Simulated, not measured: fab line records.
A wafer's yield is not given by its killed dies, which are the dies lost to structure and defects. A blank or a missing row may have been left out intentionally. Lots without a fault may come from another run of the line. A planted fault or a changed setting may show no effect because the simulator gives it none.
Matching of chambers || flow nand-harc || NHARC_A_STAIRCASE_DESCUM_219 on rie-diel-04: 4 sister chambers
The step chemistry O2, time 3 s. 30 wafers are shown with their chamber, then 12 later ones without.

WAFERS, EACH WITH ITS CHAMBER
{"wafer": "L076.4", "chamber": 3, "drypump-motor-current-A (A)": 6.0, "showerhead-plenum-p-Torr (Torr)": 1.90, "rf-vpp-V (V)": 57.2}
{"wafer": "L076.5", "chamber": 0, "drypump-motor-current-A (A)": 5.8, "showerhead-plenum-p-Torr (Torr)": 1.99, "rf-vpp-V (V)": 58.6}
{"wafer": "L076.6", "chamber": 1, "drypump-motor-current-A (A)": 5.2, "showerhead-plenum-p-Torr (Torr)": 2.01, "rf-vpp-V (V)": 59.3}
{"wafer": "L074.2", "chamber": 2, "drypump-motor-current-A (A)": 5.6, "showerhead-plenum-p-Torr (Torr)": 2.00, "rf-vpp-V (V)": 57.6}
{"wafer": "L074.4", "chamber": 3, "drypump-motor-current-A (A)": 6.1, "showerhead-plenum-p-Torr (Torr)": 1.90, "rf-vpp-V (V)": 56.7}
{"wafer": "L074.6", "chamber": 3, "drypump-motor-current-A (A)": 6.1, "showerhead-plenum-p-Torr (Torr)": 1.90, "rf-vpp-V (V)": 57.4}
{"wafer": "L074.1", "chamber": 1, "drypump-motor-current-A (A)": 5.2, "showerhead-plenum-p-Torr (Torr)": 2.01, "rf-vpp-V (V)": 56.9}
{"wafer": "L074.3", "chamber": 0, "drypump-motor-current-A (A)": 5.7, "showerhead-plenum-p-Torr (Torr)": 1.99, "rf-vpp-V (V)": 58.4}
{"wafer": "L074.5", "chamber": 2, "drypump-motor-current-A (A)": 5.6, "showerhead-plenum-p-Torr (Torr)": 2.00, "rf-vpp-V (V)": 56.5}
{"wafer": "L075.1", "chamber": 2, "drypump-motor-current-A (A)": 5.6, "showerhead-plenum-p-Torr (Torr)": 2.00, "rf-vpp-V (V)": 57.2}
{"wafer": "L075.2", "chamber": 0, "drypump-motor-current-A (A)": 5.8, "showerhead-plenum-p-Torr (Torr)": 1.99, "rf-vpp-V (V)": 58.7}
{"wafer": "L075.6", "chamber": 1, "drypump-motor-current-A (A)": 5.2, "showerhead-plenum-p-Torr (Torr)": 2.01, "rf-vpp-V (V)": 57.3}
{"wafer": "L078.2", "chamber": 0, "drypump-motor-current-A (A)": 5.8, "showerhead-plenum-p-Torr (Torr)": 1.99, "rf-vpp-V (V)": 56.6}
{"wafer": "L078.4", "chamber": 1, "drypump-motor-current-A (A)": 5.2, "showerhead-plenum-p-Torr (Torr)": 2.00, "rf-vpp-V (V)": 58.3}
{"wafer": "L078.5", "chamber": 2, "drypump-motor-current-A (A)": 5.6, "showerhead-plenum-p-Torr (Torr)": 2.00, "rf-vpp-V (V)": 58.5}
{"wafer": "L081.1", "chamber": 3, "drypump-motor-current-A (A)": 6.1, "showerhead-plenum-p-Torr (Torr)": 1.90, "rf-vpp-V (V)": 57.9}
{"wafer": "L081.3", "chamber": 1, "drypump-motor-current-A (A)": 5.2, "showerhead-plenum-p-Torr (Torr)": 2.00, "rf-vpp-V (V)": 58.4}
{"wafer": "L081.6", "chamber": 1, "drypump-motor-current-A (A)": 5.2, "showerhead-plenum-p-Torr (Torr)": 2.00, "rf-vpp-V (V)": 59.2}
{"wafer": "L086.3", "chamber": 1, "drypump-motor-current-A (A)": 5.2, "showerhead-plenum-p-Torr (Torr)": 2.00, "rf-vpp-V (V)": 58.7}
{"wafer": "L086.4", "chamber": 0, "drypump-motor-current-A (A)": 5.8, "showerhead-plenum-p-Torr (Torr)": 1.98, "rf-vpp-V (V)": 56.9}
{"wafer": "L086.5", "chamber": 2, "drypump-motor-current-A (A)": 5.6, "showerhead-plenum-p-Torr (Torr)": 1.99, "rf-vpp-V (V)": 57.1}
{"wafer": "L088.1", "chamber": 1, "drypump-motor-current-A (A)": 5.2, "showerhead-plenum-p-Torr (Torr)": 2.00, "rf-vpp-V (V)": 58.3}
{"wafer": "L088.5", "chamber": 3, "drypump-motor-current-A (A)": 6.0, "showerhead-plenum-p-Torr (Torr)": 1.90, "rf-vpp-V (V)": 56.7}
{"wafer": "L088.6", "chamber": 0, "drypump-motor-current-A (A)": 5.8, "showerhead-plenum-p-Torr (Torr)": 1.98, "rf-vpp-V (V)": 58.6}
{"wafer": "L089.1", "chamber": 1, "drypump-motor-current-A (A)": 5.2, "showerhead-plenum-p-Torr (Torr)": 2.00, "rf-vpp-V (V)": 57.6}
{"wafer": "L089.4", "chamber": 2, "drypump-motor-current-A (A)": 5.6, "showerhead-plenum-p-Torr (Torr)": 1.99, "rf-vpp-V (V)": 57.0}
{"wafer": "L089.5", "chamber": 2, "drypump-motor-current-A (A)": 5.6, "showerhead-plenum-p-Torr (Torr)": 1.99, "rf-vpp-V (V)": 56.9}
{"wafer": "L089.2", "chamber": 3, "drypump-motor-current-A (A)": 6.1, "showerhead-plenum-p-Torr (Torr)": 1.89, "rf-vpp-V (V)": 57.3}
{"wafer": "L089.3", "chamber": 0, "drypump-motor-current-A (A)": 5.7, "showerhead-plenum-p-Torr (Torr)": 1.98, "rf-vpp-V (V)": 57.8}
{"wafer": "L089.6", "chamber": 1, "drypump-motor-current-A (A)": 5.2, "showerhead-plenum-p-Torr (Torr)": 2.00, "rf-vpp-V (V)": 58.8}

SIGNATURES, as means of the wafers listed above
{"reading": "drypump-motor-current-A", "chamber 0": 5.771, "chamber 1": 5.200, "chamber 2": 5.600, "chamber 3": 6.067, "scatter within a chamber": 0.0326}
{"reading": "showerhead-plenum-p-Torr", "chamber 0": 1.9857, "chamber 1": 2.0030, "chamber 2": 1.9957, "chamber 3": 1.8983, "scatter within a chamber": 0.00495}
{"reading": "rf-vpp-V", "chamber 0": 57.943, "chamber 1": 58.280, "chamber 2": 57.257, "chamber 3": 57.200, "scatter within a chamber": 0.727}
Rule: a wafer's distance from a chamber is the root of the sum, over the readings, of the square of ((its reading less the chamber's mean) divided by the reading's scatter). If the next closest chamber is less than 2 further off than the closest, the wafer can't be placed; otherwise it belongs to the closest. The scatter is the square root of a quotient: the sum, over the shown wafers, of each reading's squared deviation from its chamber's mean, divided by wafers minus chambers.

WAFERS MISSING THEIR CHAMBER
{"wafer": "L091.1", "drypump-motor-current-A (A)": 5.6, "showerhead-plenum-p-Torr (Torr)": 1.99, "rf-vpp-V (V)": 57.5}
{"wafer": "L091.4", "drypump-motor-current-A (A)": 6.1, "showerhead-plenum-p-Torr (Torr)": 1.89, "rf-vpp-V (V)": 58.3}
{"wafer": "L091.5", "drypump-motor-current-A (A)": 5.7, "showerhead-plenum-p-Torr (Torr)": 1.98, "rf-vpp-V (V)": 58.3}
{"wafer": "L092.1", "drypump-motor-current-A (A)": 6.1, "showerhead-plenum-p-Torr (Torr)": 1.89, "rf-vpp-V (V)": 57.2}
{"wafer": "L092.3", "drypump-motor-current-A (A)": 5.2, "showerhead-plenum-p-Torr (Torr)": 2.00, "rf-vpp-V (V)": 58.4}
{"wafer": "L092.5", "drypump-motor-current-A (A)": 5.8, "showerhead-plenum-p-Torr (Torr)": 1.98, "rf-vpp-V (V)": 56.9}
{"wafer": "L097.1", "drypump-motor-current-A (A)": 5.6, "showerhead-plenum-p-Torr (Torr)": 1.99, "rf-vpp-V (V)": 58.6}
{"wafer": "L097.2", "drypump-motor-current-A (A)": 6.0, "showerhead-plenum-p-Torr (Torr)": 1.89, "rf-vpp-V (V)": 58.5}
{"wafer": "L097.3", "drypump-motor-current-A (A)": 5.8, "showerhead-plenum-p-Torr (Torr)": 1.97, "rf-vpp-V (V)": 57.6}
{"wafer": "L097.4", "drypump-motor-current-A (A)": 5.1, "showerhead-plenum-p-Torr (Torr)": 1.99, "rf-vpp-V (V)": 59.3}
{"wafer": "L097.5", "drypump-motor-current-A (A)": 5.2, "showerhead-plenum-p-Torr (Torr)": 1.99, "rf-vpp-V (V)": 57.9}
{"wafer": "L097.6", "drypump-motor-current-A (A)": 5.8, "showerhead-plenum-p-Torr (Torr)": 1.97, "rf-vpp-V (V)": 56.4}

CHAMBER TAKEN BY EACH
{"wafer": "L091.1", "from the rows above": 2, "in truth": 2}
{"wafer": "L091.4", "from the rows above": 3, "in truth": 3}
{"wafer": "L091.5", "from the rows above": 0, "in truth": 0}
{"wafer": "L092.1", "from the rows above": 3, "in truth": 3}
{"wafer": "L092.3", "from the rows above": 1, "in truth": 1}
{"wafer": "L092.5", "from the rows above": 0, "in truth": 0}
{"wafer": "L097.1", "from the rows above": 2, "in truth": 2}
{"wafer": "L097.2", "from the rows above": 3, "in truth": 3}
{"wafer": "L097.3", "from the rows above": 0, "in truth": 0}
{"wafer": "L097.4", "from the rows above": 1, "in truth": 1}
{"wafer": "L097.5", "from the rows above": 1, "in truth": 1}
{"wafer": "L097.6", "from the rows above": 0, "in truth": 0}
Correct placement for 12 of the 12. From these rows, 0 cannot be placed. 0 placed wrongly.
